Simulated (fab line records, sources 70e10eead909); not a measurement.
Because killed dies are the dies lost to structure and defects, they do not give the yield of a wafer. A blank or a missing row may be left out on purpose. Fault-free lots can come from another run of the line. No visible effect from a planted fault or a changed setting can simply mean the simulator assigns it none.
Commonality check across tools ; flow nand-harc ; Sample size 13 lots and 39 wafers

## WHY IT WAS OPENED
At NHARC_A_BLC_CD_MEAS_10 the reading cd-nm is flagged on 4 of 13 lots. Wafers without a fault read 100.1 nm, standard deviation 0.52.
Rule: a lot is flagged in two cases, either no wafer of it has a number, or all its wafers with numbers fall more than 4 standard deviations from that mean. The rest of the lots are taken to be sound.

lot;measured;on;cd-nm (nm), wafer by wafer;flag
L102;day 17 13:26;cd-sem-03;99.5 99.4 100.0;
L105;day 17 22:57;cd-sem-02;100.1 99.4 99.7;
L108;day 18 17:50;cd-sem-02;100.7 100.9 100.3;
L109;day 19 10:45;cd-sem-03;99.6 100.2 100.2;
L110;day 19 11:22;cd-sem-02;99.7 99.7 99.8;
L111;day 19 16:00;cd-sem-03;100.9 100.5 100.8;
L114;day 20 16:53;cd-sem-01;117.7 117.8 117.6;FLAGGED
L118;day 21 09:59;cd-sem-01;113.3 112.7 113.5;FLAGGED
L117;day 21 10:43;cd-sem-03;111.6 111.5 111.9;FLAGGED
L115;day 21 14:25;cd-sem-03;111.9 112.0 111.5;FLAGGED
L120;day 21 16:10;cd-sem-01;100.1 100.5 99.9;
L121;day 22 01:01;cd-sem-03;100.5 100.0 100.5;
L122;day 22 10:20;cd-sem-01;100.0 101.1 100.8;
Average over the flagged lots: 113.6 nm; offset from the usual +13.5 nm, equal to +26 standard deviations.

## WHICH TOOL RAN EACH LOT
2 process steps preceding the reading are held in the record, out of 1159 steps in the route. Read each cell as the tool, then ch plus the chambers that the sampled wafers visited, then the start.
lot;flag;NHARC_A_CONTACT_ETCH_136;NHARC_A_BLC_EXPOSE_07
L102;;har-cap-etch-03 ch 0,1, day 17 02:13;arfi-scanner-03 ch 0, day 17 13:19
L105;;har-cap-etch-02 ch 0,1, day 17 18:52;arfi-scanner-01 ch 0, day 17 22:49
L108;;har-cap-etch-01 ch 0,1, day 18 13:37;arfi-scanner-01 ch 0, day 18 17:42
L109;;har-cap-etch-03 ch 0, day 19 02:26;arfi-scanner-03 ch 0, day 19 10:37
L110;;har-cap-etch-02 ch 0,1, day 19 02:44;arfi-scanner-03 ch 0, day 19 11:14
L111;;har-cap-etch-03 ch 0,1, day 19 11:52;arfi-scanner-02 ch 0, day 19 15:52
L114;FLAGGED;har-cap-etch-03 ch 0,1, day 20 12:50;arfi-scanner-01 ch 0, day 20 16:45
L118;FLAGGED;har-cap-etch-01 ch 0,1, day 21 01:23;arfi-scanner-01 ch 0, day 21 09:50
L117;FLAGGED;har-cap-etch-02 ch 0,1, day 21 03:01;arfi-scanner-01 ch 0, day 21 10:35
L115;FLAGGED;har-cap-etch-03 ch 0,1, day 21 09:47;arfi-scanner-01 ch 0, day 21 14:17
L120;;har-cap-etch-03 ch 0,1, day 21 12:05;arfi-scanner-02 ch 0, day 21 16:01
L121;;har-cap-etch-02 ch 0, day 21 18:23;arfi-scanner-03 ch 0, day 22 00:53
L122;;har-cap-etch-01 ch 0,1, day 22 00:05;arfi-scanner-03 ch 0, day 22 10:11
What the steps here do:
- NHARC_A_CONTACT_ETCH_136: etches the open film in C4F8/O2/Ar, time 132 s, target depth 1287 nm.
- NHARC_A_BLC_EXPOSE_07: exposes mask A BLC, target cd 100 nm.
- NHARC_A_BLC_CD_MEAS_10: target cd 100 nm.

## FLAGGED OVER TOTAL, TOOL BY TOOL (the gauges that took the reading come last)
step;tool;lots run;flagged;share of the flagged lots;sound lots run after its first flagged lot
NHARC_A_CONTACT_ETCH_136;har-cap-etch-01;3;1;some;1 (L122)
NHARC_A_CONTACT_ETCH_136;har-cap-etch-02;4;1;some;1 (L121)
NHARC_A_CONTACT_ETCH_136;har-cap-etch-03;6;2;some;1 (L120)
NHARC_A_BLC_EXPOSE_07;arfi-scanner-01;6;4;all;0
NHARC_A_BLC_EXPOSE_07;arfi-scanner-02;2;0;none;-
NHARC_A_BLC_EXPOSE_07;arfi-scanner-03;5;0;none;-
NHARC_A_BLC_CD_MEAS_10;cd-sem-01;4;2;some;2 (L120,L122)
NHARC_A_BLC_CD_MEAS_10;cd-sem-02;3;0;none;-
NHARC_A_BLC_CD_MEAS_10;cd-sem-03;6;2;some;1 (L121)

## WHAT IS ALLOWED BY THE TABLE
In the table, 1 row covers all flagged lots: arfi-scanner-01 at NHARC_A_BLC_EXPOSE_07.
- arfi-scanner-01 at NHARC_A_BLC_EXPOSE_07 ran 6 lots, 4 of them flagged. It ran its last sound lot, L108, at day 18 17:42 and its first flagged lot, L114, at day 20 16:45: a fault with its onset between the two fits. Its own readings lie more than 4 standard deviations out on every wafer of the flagged lots: exposure-dose-mJ-cm2.
What remains is a single tool, arfi-scanner-01 at NHARC_A_BLC_EXPOSE_07.

## WHAT WAS PUT IN BY THE SIMULATOR
Process parameters drifting: arfi-scanner-01 at NHARC_A_BLC_EXPOSE_07, beginning at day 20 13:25. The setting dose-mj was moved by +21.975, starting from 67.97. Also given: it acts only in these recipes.
Lots struck among those shown: L114, L118, L117, L115. The rule above reached the same finding.
